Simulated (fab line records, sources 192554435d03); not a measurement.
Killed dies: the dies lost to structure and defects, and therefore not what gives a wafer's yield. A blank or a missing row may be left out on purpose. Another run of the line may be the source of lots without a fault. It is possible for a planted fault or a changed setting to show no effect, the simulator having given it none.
Struck lot and sound lot, side by side + flow n5-finfet + 29 out of 1938 route steps
Sound: the wafers L329.2, L329.4, L329.5. Wafers struck: L338.3, L338.4, L338.5. Last of all comes the cause.
Order at every step that has rows: each side's tool, ch and its chambers, its first start. Under that, the readings that differ: sound wafers + struck wafers + difference of the means + sigmas: that difference in standard deviations of wafers without a fault.
alike: a reading whose means differ by less than 2 such deviations, as well as words and numbers matching on both sides. not compared: withheld readings; readings where some wafer has no value; bounds like >300 that might hide an equal value; numbers whose values overlap and for which the record gives no deviation.
A row with sigmas, a row that says differs or no value, or rows on one side alone: a step with any of these is where the two part. Numbers that don't overlap but have no deviation are shown without sigmas and don't part them. A reading that every wafer of one side lacks parts them only if that side has two wafers or more.

first, 5 steps without rows for these wafers: N5_BEOL_M6_ETCH_72 (etches underlayer in N2/H2, target depth 6.5 nm, time 5.2 s); N5_BEOL_M6_ETCH_65 (etches SiARC in CF4, target depth 15.6 nm, time 26 s); N5_BEOL_M6_ETCH_66 (etches SOC in N2/H2, target depth 80 nm, overetch 16 nm, time 120 s); N5_BEOL_M6_STRIP_69 (strips in N2/H2); N5_BEOL_M6_STRIP_73 (strips in N2/H2).
N5_BEOL_M6_VIA_ETCH_34: etches SiCOH lowk in C4F6/O2, target depth 126.3 nm, time 50.9 s.
  sound on rie-diel-03 ch 0,1,2, day 10 14:33; struck on rie-diel-03 ch 1,2, day 12 21:26
  alike: drypump-motor-current-A, oes_f_703_au, oes-product-au, rf-vpp-V, showerhead-plenum-p-Torr, throttle-valve-pct
  not compared: rf-hours-counter-h
then, 3 steps without rows for these wafers: N5_BEOL_M6_STRIP_76 (strips in C4F6/O2); N5_BEOL_M6_STRIP_36 (strips in N2/H2); N5_BEOL_M6_TRENCH_ETCH_37 (etches SiCOH lowk in C4F6/O2, target depth 94.435 nm, time 31.5 s).
N5_BEOL_M6_ETCH_41: etches SiCN in CH3F/O2, target depth 29.7 nm, time 52 s.
  sound on rie-diel-03 ch 0,1,2; struck on rie-diel-03 ch 1,2
  alike: drypump-motor-current-A, oes-product-au, rf-vpp-V, showerhead-plenum-p-Torr, throttle-valve-pct
  not compared: rf-hours-counter-h
then, 1 step without rows for these wafers: N5_BEOL_M6_STRIP_80 (strips in N2/H2, time 10 s).
N5_BEOL_M6_OCD_MEAS_38:
  struck on ocd-01, day 12 21:41; sound on ocd-02, day 10 14:48
  alike: trench-depth-nm
N5_BEOL_M6_HM_STRIP_39: strips TiN in peroxide tin strip, target depth 25 nm, time 158 s.
  sound on wet-bench-04 ch 3,5,6, day 10 14:50; struck on wet-bench-02 ch 1,2,6, day 12 21:43
  no value came back on the struck wafers for bath-guard-temp-C (C), bath-heat-duty-pct (%), temp-c (C); on the sound wafers bath-guard-temp-C (C) reads 49.3 50.0 49.8
| reading                                    | sound | struck         | difference | sigmas |
|--------------------------------------------|-------|----------------|------------|--------|
| model.TiN_of_BEOL_M6_HM_DEP_02.thk-nm (nm) | 0 0 0 | 17.4 17.4 17.4 | +17.4      |        |
then, 1 step without rows for these wafers: N5_BEOL_M6_SRD_40 (time 30 s).
N5_BEOL_M6_PRECLEAN_42: cleans in residue remover, time 60 s.
  sound on wet-bench-04 ch 3,5,6, day 10 14:53; struck on wet-bench-02 ch 1,2,6, day 12 21:47
| reading                                    | sound             | struck            | difference | sigmas |
|--------------------------------------------|-------------------|-------------------|------------|--------|
| temp-c (C)                                 | 40.05 40.07 40.13 | 39.89 39.88 39.80 | -0.23      | -2     |
| model.TiN_of_BEOL_M6_HM_DEP_02.thk-nm (nm) | 0 0 0             | 6.4 6.4 6.4       | +6.4       |        |
then, 1 step without rows for these wafers: N5_BEOL_M6_SRD_43 (time 30 s).
N5_BEOL_M6_CD_MEAS_35: target cd 40 nm, target cd y 28 nm.
  struck on cd-sem-01, day 12 21:50; sound on cd-sem-01, day 10 14:57
  alike: cd-nm
then, 1 step without rows for these wafers: N5_BEOL_M6_CURE_75 (cures SiCOH lowk, time 120 s).
N5_BEOL_M6_DEGAS_44: time 60 s.
  struck on pvd-sputter-03, day 12 22:13; sound on pvd-sputter-01, day 10 15:40
  alike: heater-power-w, susceptor-temp-C
then, 1 step without rows for these wafers: N5_BEOL_M6_PRE_CLEAN_45 (time 30 s).
N5_BEOL_M6_ALD_77: deposits TaN, target thk 2 nm, pulse time 2 s, purge time 3 s.
  sound on ald-metal-04 ch 1,2, day 10 15:46; struck on ald-metal-01 ch 2,3, day 12 22:19
  alike: heater-power-w, mfc-carrier-sccm, susceptor-temp-C
N5_BEOL_M6_SURFACE_TREAT_79:
  struck on pvd-sputter-03, day 12 23:02; sound on pvd-sputter-01, day 10 17:38
  not compared: throttle-valve-pct
then, 4 steps without rows for these wafers: N5_BEOL_M6_CVD_78 (deposits Co from CCTBA/H2, target thk 2 nm, time 142.3 s); N5_BEOL_M6_SPUTTER_48 (material Cu, target thk 10 nm, time 1.667 s); N5_BEOL_M6_ECD_50 (material Cu, target thk 300 nm); N5_BEOL_M6_ANNEAL_51 (time 90 s).
N5_BEOL_M6_CMP_52: polishes, stops on SiCOH lowk, t overpolish 6.9 s, target thk 80 nm.
  sound on cmp-04 ch 0,1, day 10 18:28; struck on cmp-04 ch 0,3, day 13 00:04
| reading                      | sound          | struck         | difference | sigmas |
|------------------------------|----------------|----------------|------------|--------|
| barrier-field-endpoint-s (s) | 29.6 31.0 30.4 | 37.6 38.8 37.8 | +7.7       | +12    |
  alike: clearing-platen-rpm, motor-current-A
N5_BEOL_M6_THK_MEAS_53: measures by xrf.
  struck on film-metro-01, day 13 00:22; sound on film-metro-02, day 10 18:46
  alike: M6_THK
-- the record jumps here: 3 days lie between the struck wafers' starts before and after (it left off in module BEOL_M6 and takes up again in module PASSIVATION, whose first step shown is number 1936 of the route) --
N5_PASSIVATION_PROBE_49:
  the record has rows for the struck wafers here (prober-02, day 16 01:46) and none for the sound ones

WHERE THEY PART
At N5_BEOL_M6_HM_STRIP_39 first; at N5_PASSIVATION_PROBE_49 last (within this record only).

WHY: whatever the simulator had introduced
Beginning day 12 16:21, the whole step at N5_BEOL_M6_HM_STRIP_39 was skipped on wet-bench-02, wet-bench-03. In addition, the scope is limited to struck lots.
